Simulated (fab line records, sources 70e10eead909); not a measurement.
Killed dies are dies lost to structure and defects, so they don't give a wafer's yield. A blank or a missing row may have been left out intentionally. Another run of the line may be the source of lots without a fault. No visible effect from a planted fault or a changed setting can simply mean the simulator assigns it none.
fab line records | flow nandHarc
record: lots: 13 | wafers: 39 | lastDay: 32
route steps=1302 shown A_BONDPAD@1229 THIN_TSV@1245 END@1302
lots with no fault: from the same line, run without faults
startH: hours from the record's opening day to when the first of the lot's shown wafers began | waitH: time in hours since the lot's previous step | " the same as in the row above | L1.1+2: a row that stands for several wafers | - no value present, or no start provided | * or withheld: withheld | < > ~ a bound
route shown NAME@n: names a module that has steps shown in the file, with the first one's number in the route | usual: mean/standard deviation of fault-free wafers | same: alike in all rows | chamber/n: place in a boat | sites: readings site by site | _std_site: standard deviation of those values | _edge_site: inner sites' mean taken away from outer sites' mean | radiusMm: for every site, how far away it sits from the centre of the wafer | mask NAME#n: copy n | behind: tool/chamber where the wafer was last shaped | hold: reason for holding the lot/hours on hold/outcome of the hold | device: the n, p or np transistor that did not switch | end of line: tests of these same wafers at the route's end | a step without rows: its recipe alone | killed: at the first sort, the dies lost to defects and structure; wafer yield is something else | map: per-die view of a wafer (x killed, . not killed, _ where there is no die)
set.NAME: the setting the step ran with; set.NAME@STEP: the setting that earlier step ran with | model.NAME: the simulator's own value behind a step, which no gauge read
route steps across a sampled set of lots; one table per step, one row per wafer
services: a tool's chamber out of use, with start hour (startH, from the record's first day; less than 0 if before it), hours out, and reason
== steps ==
step: NHARC_A_BONDPAD_ECD_18
recipe: targetThkA: 4000 | bathTempC: 25 | material: Cu
lot.wafer  | tool     | chamber | startH | waitH
L253.1+2+4 | ecdCu-02 | 0,1,0   | 552.53 | -
L252.2+1+6 | ecdCu-01 | 0,1,1   | 569.66 | -
L254.2+4+3 | ecdCu-01 | 0,1,0   | 595.01 | -
L256.4+3+6 | ecdCu-01 | 1,0,1   | 598.93 | -
L259.1+4+6 | ecdCu-01 | 0,0,1   | 624.81 | -
L258.1+6+5 | ecdCu-02 | 0,0,1   | 632.22 | -
L264.1+4+6 | ecdCu-02 | 1,1,0   | 670.67 | -
L262.4+3+6 | ecdCu-02 | 0,1,0   | 676.65 | -
L266.1+5+6 | ecdCu-01 | 1,0,1   | 682.38 | -
L265.1+3+6 | ecdCu-02 | 0       | 683.54 | -
L268.2+3+6 | ecdCu-01 | 0,0,1   | 724.75 | -
L267.1+4+3 | ecdCu-01 | 1,0,1   | 726.95 | -
L269.4+3+6 | ecdCu-01 | 1,0,1   | 733.61 | -
step: NHARC_THIN_TSV_CMP_01
recipe: targetThkUm: 3
usual: motorCurrentA: 11.6/1.1
lot.wafer | tool   | chamber | startH | waitH | motorCurrentA
L253.2    | cmp-02 | 1       | 564.73 | 0.8   | 11.6
L253.4    | "      | 3       | "      | "     | 11.7
L253.1    | "      | 0       | "      | "     | 12.5
L252.1    | cmp-02 | 2       | 582.41 | 1.0   | 11.9
L252.2    | "      | 1       | "      | "     | 12.1
L252.6    | "      | 2       | "      | "     | 11.9
L254.2    | cmp-03 | 2       | 607.13 | 0.8   | 9.4
L254.3    | "      | 3       | "      | "     | 12.1
L254.4    | "      | 0       | "      | "     | 12.9
L256.3    | cmp-04 | 3       | 612.01 | 0.6   | 10.1
L256.4    | "      | 2       | "      | "     | 11.7
L256.6    | "      | 3       | "      | "     | 9.7
L259.1    | cmp-04 | 3       | 639.47 | 1.1   | 10.1
L259.4    | "      | 0       | "      | "     | 10.3
L259.6    | "      | 1       | "      | "     | 12.8
L258.1    | cmp-03 | 1       | 644.51 | 1.1   | 10.7
L258.5    | "      | 0       | "      | "     | 13.0
L258.6    | "      | 1       | "      | "     | 10.5
L264.4    | cmp-03 | 1       | 681.73 | 0.5   | 10.8
L264.1    | "      | 2       | "      | "     | 10.1
L264.6    | "      | 1       | "      | "     | 11.1
L262.4    | cmp-04 | 0       | 689.02 | 0.4   | 11.1
L262.3    | "      | 1       | "      | "     | 13.1
L262.6    | "      | 3       | "      | "     | 9.8
L266.1    | cmp-03 | 2       | 698.51 | 1.0   | 9.8
L266.5    | "      | 2       | "      | "     | 10.2
L266.6    | "      | 3       | "      | "     | 12.4
L265.1    | cmp-04 | 3       | 699.74 | 1.1   | 10.5
L265.3    | "      | 0       | "      | "     | 11.1
L265.6    | "      | 2       | "      | "     | 12.1
L268.2    | cmp-04 | 2       | 745.28 | 0.9   | 12.4
L268.6    | "      | 1       | "      | "     | 13.2
L267.4    | cmp-04 | 0       | 746.44 | 0.4   | 10.7
L267.1    | "      | 3       | "      | "     | 10.6
L269.4    | cmp-03 | 2       | 747.72 | 0.5   | 10.0
L269.6    | "      | 1       | "      | "     | 10.6
step: NHARC_THIN_TSV_ETCHBACK_48
recipe: targetDepthA: 10285 | overEtchFrac: 0.3 | timeS: 405.17 | ionEnergyEv: 250 | c4f8FlowSccm: withheld | arFlowSccm: withheld | rfW: 600 | biasW: 300 | chemistry: C4F8/Ar
usual: oesProductAu: 0.96/0.036 | rfVppV: 546.6/3
lot.wafer | tool       | chamber | startH | waitH | oesProductAu | rfHoursCounterH | rfVppV
L253.2    | rieDiel-01 | 0       | 568.29 | -     | 1.00         | 0.1             | 544.9
L253.4    | "          | 2       | "      | "     | 0.97         | 0.1             | 550.9
L253.1    | "          | 3       | "      | "     | 0.99         | 0.1             | 550.6
L252.1    | rieDiel-01 | 1       | 586.00 | -     | 1.02         | 1.0             | 544.0
L252.2    | "          | 3       | "      | "     | 0.98         | 0.9             | 549.4
L252.6    | "          | 0       | "      | "     | 1.01         | -               | 545.3
L254.2    | rieDiel-01 | 0       | 610.90 | -     | 1.00         | 2.0             | 545.5
L254.4    | "          | 1       | "      | "     | 1.00         | 2.0             | 544.3
L254.3    | "          | 2       | "      | "     | 0.99         | 1.8             | 549.3
L256.3    | rieDiel-03 | 1       | 615.43 | -     | 0.93         | 9.7             | 546.6
L256.4    | "          | 2       | "      | "     | 0.92         | 10.1            | 544.9
L256.6    | "          | 1       | "      | "     | 0.94         | -               | 546.9
L259.1    | rieDiel-01 | 0       | 642.85 | -     | 0.95         | 3.9             | 547.0
L259.4    | "          | 1       | "      | "     | 0.97         | 3.7             | 545.4
L259.6    | "          | 1       | "      | "     | 0.95         | -               | 543.3
L258.1    | rieDiel-03 | 1       | 648.14 | -     | 0.96         | 0.5             | 547.2
L258.6    | "          | 2       | "      | "     | 0.95         | -               | 543.1
L258.5    | "          | 3       | "      | "     | 0.98         | -               | 545.7
L264.1    | rieDiel-01 | 1       | 685.22 | -     | 0.92         | 5.4             | 542.5
L264.4    | "          | 2       | "      | "     | 0.91         | 5.2             | 550.6
L264.6    | "          | 3       | "      | "     | 0.92         | -               | 550.5
L262.3    | rieDiel-03 | 2       | 692.43 | -     | 0.93         | 2.8             | 544.6
L262.4    | "          | 0       | "      | "     | 0.94         | 2.9             | 541.3
L262.6    | "          | 2       | "      | "     | 0.94         | -               | 544.1
L266.1    | rieDiel-01 | 0       | 702.06 | -     | 1.01         | 7.0             | 544.5
L266.6    | "          | 0       | "      | "     | 1.00         | -               | 545.9
L266.5    | "          | 2       | "      | "     | 0.99         | -               | 551.4
L265.3    | rieDiel-09 | 1       | 703.54 | -     | 0.99         | 0.6             | 547.9
L265.1    | "          | 2       | "      | "     | 0.96         | 0.5             | 541.7
L265.6    | "          | 0       | "      | "     | 0.98         | -               | 547.7
L268.2    | rieDiel-01 | 3       | 749.29 | -     | 1.01         | 0.5             | 550.3
L268.6    | "          | 2       | "      | "     | 1.01         | -               | 551.2
L267.1    | rieDiel-09 | 2       | 750.07 | -     | 0.92         | 2.5             | 542.7
L267.4    | "          | 1       | "      | "     | 0.93         | -               | 548.0
L269.4    | rieDiel-03 | 3       | 751.21 | -     | 0.98         | 6.3             | 546.2
L269.6    | "          | 3       | "      | "     | 1.00         | -               | 547.1
step: NHARC_THIN_TSV_ETCH_36
recipe: targetDepthA: 650 | overEtchFrac: 0.3 | timeS: 18.571 | ionEnergyEv: 150 | chemistry: Cl2/BCl3
usual: drypumpMotorCurrentA: 5.7/0.5 | oesProductAu: 0.993/0.015
lot.wafer | tool        | chamber | startH | waitH | drypumpMotorCurrentA | oesProductAu | rfHoursCounterH
L253.2    | rieMetal-03 | 0       | 572.86 | 0.2   | 5.0                  | 1.027        | 0.8
L253.1    | "           | 1       | "      | "     | 5.1                  | 0.988        | 0.8
L253.4    | "           | 1       | "      | "     | 5.2                  | 0.986        | -
L252.1    | rieMetal-02 | 1       | 590.21 | 0.2   | 5.7                  | 1.002        | 2.3
L252.2    | "           | 0       | "      | "     | 6.6                  | 1.012        | 2.5
L252.6    | "           | 0       | "      | "     | 6.6                  | 1.002        | -
L254.2    | rieMetal-03 | 0       | 614.95 | 0.2   | 5.0                  | 1.016        | 1.5
L254.4    | "           | 1       | "      | "     | 5.2                  | 0.982        | -
L254.3    | "           | 0       | "      | "     | 5.1                  | 1.011        | -
L256.4    | rieMetal-03 | 0       | 619.56 | 0.2   | 5.1                  | 1.018        | -
L256.3    | "           | 1       | "      | "     | 5.1                  | 0.994        | -
L256.6    | "           | 1       | "      | "     | 5.1                  | 1.001        | -
L259.1    | rieMetal-02 | 0       | 647.09 | 0.2   | 6.6                  | 1.005        | 0.2
L259.4    | "           | 1       | "      | "     | 5.7                  | 0.993        | -
L259.6    | "           | 0       | "      | "     | 6.6                  | 1.002        | -
L258.1    | rieMetal-01 | 0       | 652.24 | 0.2   | 5.7                  | 0.961        | 1.0
L258.6    | "           | 1       | "      | "     | 5.6                  | 0.975        | -
L258.5    | "           | 0       | "      | "     | 5.7                  | 0.961        | -
L264.1    | rieMetal-01 | 1       | 689.36 | 0.2   | 5.6                  | 0.997        | 1.6
L264.4    | "           | 1       | "      | "     | 5.7                  | 0.990        | -
L264.6    | "           | 0       | "      | "     | 5.7                  | 0.975        | -
L262.3    | rieMetal-02 | 0       | 696.66 | 0.2   | 6.6                  | 0.989        | -
L262.4    | "           | 1       | "      | "     | 5.8                  | 0.988        | -
L262.6    | "           | 1       | "      | "     | 5.7                  | 0.984        | -
L266.1    | rieMetal-03 | 1       | 706.74 | 0.2   | 5.1                  | 0.990        | 0.2
L266.6    | "           | 1       | "      | "     | 5.1                  | 0.990        | -
L266.5    | "           | 0       | "      | "     | 5.1                  | 1.005        | -
L265.1    | rieMetal-01 | 1       | 707.67 | 0.2   | 5.6                  | 0.987        | 2.1
L265.3    | "           | 0       | "      | "     | 5.7                  | 0.953        | -
L265.6    | "           | 1       | "      | "     | 5.7                  | 0.985        | -
L268.2    | rieMetal-02 | 0       | 753.58 | 0.2   | 6.6                  | 1.008        | 2.0
L268.6    | "           | 0       | "      | "     | 6.6                  | 0.998        | -
L267.1    | rieMetal-02 | 0       | 754.72 | 0.2   | 6.6                  | 1.002        | 2.2
L267.4    | "           | 0       | "      | "     | 6.6                  | 0.996        | -
L269.4    | rieMetal-03 | 1       | 755.74 | 0.2   | 5.1                  | 0.997        | -
L269.6    | "           | 1       | "      | "     | 5.1                  | 0.999        | -
step: NHARC_END_SORT_01
recipe: tempC: 25
usual: defectLimitedYield: 91.5/2.5 | killedAtArray: 52/17 | killedAtOther: 1.2/1.4 | killedAtPeriphery: 4.7/2.9 | killedDies: 58/17 | killedOpen: 3.2/1.9 | killedShort: 2.4/1.4 | sort_bin_2_pct: 3.0/1.1 | sort_bin_3_pct: 0.6/0.37 | sort_bin_4_pct: 4.8/1.4 | sortNPass: 619/17 | sortRimYieldPct: 90/4.9 | sortYieldPct: 91.5/2.5
same: grossDies: 677 | sort_bin_5_pct[%]: 0 | sort_bin_6_pct[%]: 0 | sort_bin_7_pct[%]: 0 | sort_bin_8_pct[%]: 0 | sortRimNGross: 106.00
lot.wafer | tool      | chamber | startH | waitH | defectLimitedYield[%] | killedAtArray | killedAtOther | killedAtPeriphery | killedDies | killedOpen | killedShort | sort_bin_2_pct[%] | sort_bin_3_pct[%] | sort_bin_4_pct[%] | sortNPass | sortRimYieldPct[%] | sortYieldPct[%]
L264.1    | prober-01 | 0       | 697.97 | 2.5   | 92.8                  | 47            | 0             | 2                 | 49         | 5          | 3           | 3.0               | 0.7               | 3.5               | 628       | 86                 | 92.8
L264.4    | prober-01 | 0       | 700.40 | 3.4   | 90.5                  | 63            | 0             | 1                 | 64         | 5          | 2           | 5.0               | 0.3               | 4.1               | 613       | 91                 | 90.5
L264.6    | prober-01 | 0       | 702.01 | 4.0   | 90.1                  | 65            | 2             | 0                 | 67         | 0          | 5           | 3.4               | 1.2               | 5.3               | 610       | 92                 | 90.1
L268.2    | prober-01 | 0       | 762.85 | 2.8   | 90.5                  | 56            | 4             | 4                 | 64         | 1          | 5           | 4.4               | 0.7               | 4.3               | 613       | 97                 | 90.5
L268.3    | prober-01 | 0       | 763.66 | 3.1   | 0                     | 667           | 1             | 9                 | 677        | 2          | 2           | 92.9              | 1.0               | 6.1               | 0         | 0                  | 0
L268.6    | prober-01 | 0       | 766.08 | 4.0   | 88.8                  | 72            | 1             | 3                 | 76         | 3          | 2           | 4.4               | 1.2               | 5.6               | 601       | 91                 | 88.8
L267.1    | prober-02 | 0       | 764.96 | 2.5   | 93.9                  | 37            | 0             | 4                 | 41         | 3          | 3           | 1.8               | 0.3               | 4.0               | 636       | 91                 | 93.9
L267.3    | prober-02 | 0       | 766.54 | 3.1   | 0                     | 668           | 1             | 8                 | 677        | 1          | 3           | 96.2              | 0.7               | 3.1               | 0         | 0                  | 0
L267.4    | prober-02 | 0       | 767.33 | 3.4   | 93.4                  | 34            | 3             | 8                 | 45         | 2          | 2           | 1.9               | 0.3               | 4.4               | 632       | 97                 | 93.4
L269.3    | prober-01 | 0       | 771.47 | 3.1   | 0                     | 675           | 1             | 1                 | 677        | 5          | 0           | 92.3              | 1.3               | 6.4               | 0         | 0                  | 0
L269.4    | prober-01 | 0       | 772.27 | 3.4   | 88.0                  | 77            | 1             | 3                 | 81         | 4          | 1           | 4.4               | 0.6               | 6.9               | 596       | 90                 | 88.0
L269.6    | prober-01 | 0       | 773.86 | 4.0   | 93.5                  | 39            | 1             | 4                 | 44         | 1          | 1           | 2.8               | 0.7               | 3.0               | 633       | 92                 | 93.5
killed by level:class
L264.1 A_CHANNEL_HOLE_D1:chamberFilmFlake=19 A_SLIT:chamberFilmFlake=14 A_CHANNEL_FILL_D2:chamberFilmFlake=2 A_STAIRCASE:chamberFilmFlake=2 A_SGD_CUT:chamberFilmFlake=2 P_CONTACT:geometricParticle:short=1 A_CHANNEL_HOLE_D1:geometricParticle:open=1 A_DECK1_JOINT:geometricParticle:open=1
L264.4 A_SLIT:chamberFilmFlake=25 A_CHANNEL_HOLE_D1:chamberFilmFlake=18 A_CONTACT:chamberFilmFlake=7 A_DECK1_JOINT:geometricParticle:short=2 A_DECK1_JOINT:geometricParticle:open=2 A_SGD_CUT:chamberFilmFlake=2 A_CHANNEL_FILL_D1:geometricParticle:open=1 A_CHANNEL_HOLE_D2:geometricParticle:open=1
L264.6 A_SLIT:chamberFilmFlake=34 A_CHANNEL_HOLE_D1:chamberFilmFlake=15 A_CONTACT:chamberFilmFlake=4 A_CHANNEL_FILL_D2:chamberFilmFlake=2 A_STAIRCASE:chamberFilmFlake=2 A_SGD_CUT:chamberFilmFlake=2 A_SOURCE_PLATE:geometricParticle:short=1 A_ONON_D1:geometricParticle:short=1
L268.2 A_SLIT:chamberFilmFlake=23 A_CHANNEL_HOLE_D2:chamberFilmFlake=14 A_CHANNEL_HOLE_D1:chamberFilmFlake=8 A_STAIRCASE:chamberFilmFlake=5 THIN_TSV:chamberFilmFlake=3 A_CHANNEL_FILL_D1:chamberFilmFlake=2 P_CONTACT:geometricParticle:short=1 P_CONTACT:geometricParticle:open=1
L268.3 A_BONDPAD:areaEcd=603 A_SLIT:chamberFilmFlake=25 A_CHANNEL_HOLE_D2:chamberFilmFlake=18 A_STAIRCASE:chamberFilmFlake=7 A_CHANNEL_HOLE_D1:chamberFilmFlake=6 P_BONDPAD:chamberFilmFlake=3 P_STI:chamberFilmFlake=2 A_ZERO_WELL:chamberFilmFlake=2
L267.1 A_CHANNEL_HOLE_D1:chamberFilmFlake=12 A_CONTACT:chamberFilmFlake=10 A_SLIT:chamberFilmFlake=4 A_WL_FILL:chamberFilmFlake=4 P_BONDPAD:chamberFilmFlake=3 A_ONON_D1:geometricParticle:open=2 A_STAIRCASE:chamberFilmFlake=2 P_M0:geometricParticle:open=1
L268.6 A_SLIT:chamberFilmFlake=27 A_CHANNEL_HOLE_D2:chamberFilmFlake=21 A_CHANNEL_HOLE_D1:chamberFilmFlake=10 A_STAIRCASE:chamberFilmFlake=4 A_WL_FILL:geometricParticle:short=2 P_ZERO_WELL:chamberFilmFlake=2 A_ZERO_WELL:chamberFilmFlake=2 A_ONON_D1:geometricParticle:open=1
L267.3 A_BONDPAD:areaEcd=643 A_CHANNEL_HOLE_D1:chamberFilmFlake=12 A_CONTACT:chamberFilmFlake=6 P_BONDPAD:chamberFilmFlake=5 A_SLIT:chamberFilmFlake=3 P_M0:geometricParticle:short=1 A_CHANNEL_FILL_D1:geometricParticle:open=1 A_ONON_D2:geometricParticle:short=1
L267.4 A_CHANNEL_HOLE_D1:chamberFilmFlake=13 P_BONDPAD:chamberFilmFlake=6 A_SLIT:chamberFilmFlake=6 A_CONTACT:chamberFilmFlake=5 A_ZERO_WELL:chamberFilmFlake=2 A_DECK1_JOINT:chamberFilmFlake=2 A_STAIRCASE:chamberFilmFlake=2 A_WL_FILL:chamberFilmFlake=2
L269.3 A_BONDPAD:areaEcd=596 A_SLIT:chamberFilmFlake=28 A_CHANNEL_HOLE_D2:chamberFilmFlake=20 A_CHANNEL_HOLE_D1:chamberFilmFlake=13 A_BLC:chamberFilmFlake=6 A_CONTACT:chamberFilmFlake=5 A_STAIRCASE:chamberFilmFlake=3 P_M0:geometricParticle:open=1
L269.4 A_SLIT:chamberFilmFlake=33 A_CHANNEL_HOLE_D2:chamberFilmFlake=18 A_CONTACT:chamberFilmFlake=13 A_CHANNEL_HOLE_D1:chamberFilmFlake=5 A_STAIRCASE:chamberFilmFlake=3 P_CONTACT:geometricParticle:open=1 A_CHANNEL_FILL_D1:geometricParticle:short=1 A_CHANNEL_HOLE_D2:geometricParticle:open=1
L269.6 A_SLIT:chamberFilmFlake=15 A_CHANNEL_HOLE_D2:chamberFilmFlake=7 A_CONTACT:chamberFilmFlake=7 A_CHANNEL_HOLE_D1:chamberFilmFlake=4 P_ZERO_WELL:chamberFilmFlake=2 A_STAIRCASE:chamberFilmFlake=2 A_SLIT:geometricParticle:open=1 A_WL_FILL:chamberFilmFlake=1
== services ==
tool        | chamber | startH | hours | kind
cmp-03      | -       | 536.21 | 0.9   | repair
rieDiel-01  | -       | 557.80 | 9.0   | pm
rieMetal-02 | -       | 559.37 | 0.7   | repair
rieDiel-03  | 1       | 565.57 | 12.8  | repair
cmp-03      | -       | 568.87 | 3.5   | repair
cmp-03      | -       | 574.55 | 4.0   | pm
rieMetal-01 | -       | 575.00 | 9.0   | pm
ecdCu-02    | -       | 601.09 | 8.0   | pm
cmp-04      | -       | 604.97 | 4.0   | pm
rieMetal-02 | -       | 631.00 | 9.0   | pm
rieDiel-03  | -       | 635.71 | 9.0   | pm
ecdCu-02    | -       | 643.36 | 1.1   | repair
ecdCu-01    | -       | 647.80 | 0.6   | repair
rieDiel-03  | -       | 670.81 | 2.5   | repair
cmp-03      | -       | 672.55 | 4.0   | pm
rieDiel-01  | 2       | 673.23 | 7.2   | repair
ecdCu-01    | -       | 688.20 | 8.0   | pm
rieDiel-03  | 1       | 689.01 | 3.2   | repair
rieMetal-03 | -       | 696.00 | 9.0   | pm
rieDiel-01  | 3       | 698.22 | 6.4   | repair
cmp-04      | -       | 702.97 | 4.0   | pm
rieMetal-01 | 1       | 715.91 | 5.6   | repair
rieDiel-01  | -       | 734.80 | 9.0   | pm
rieMetal-01 | -       | 752.00 | 9.0   | pm
== key ==
firstSign: step: NHARC_END_SORT_01 | reading: sort_bin_2_pct | direction: up | sigmas: 82 | usual: 3.0 | struck: 93.8
effect: step: NHARC_END_SORT_01 | reading: killedAtArray | direction: up | sigmas: 37 | usual: 52 | struck: 670
moreKillsBornAt: NHARC_A_BONDPAD_ECD_18@ecdCu-01: 1842
metAt NHARC_A_BONDPAD_ECD_18
struckLots L267,L268,L269
struckWafers L267.3,L268.3,L269.3
laterRowsLeftOut L267.3,L268.3,L269.3
notActingAt NHARC_THIN_TSV_CMP_01,NHARC_THIN_TSV_ETCHBACK_48,NHARC_THIN_TSV_ETCH_36
onsetBetween 682.38 724.75
fault: kind: processParameterDrift | tool: ecdCu-01 | chamber: - | onsetH: 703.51 | steps: NHARC_A_BONDPAD_ECD_18 | channel: targetThkA | offset: * | shape: step | endH: 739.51 | scope: struckWafersOnly | actsIn: * | stated: *
laterRowsLeftOut: the simulator's readings of these wafers behind a module that went badly wrong aren't trusted and aren't shown, but for the sort
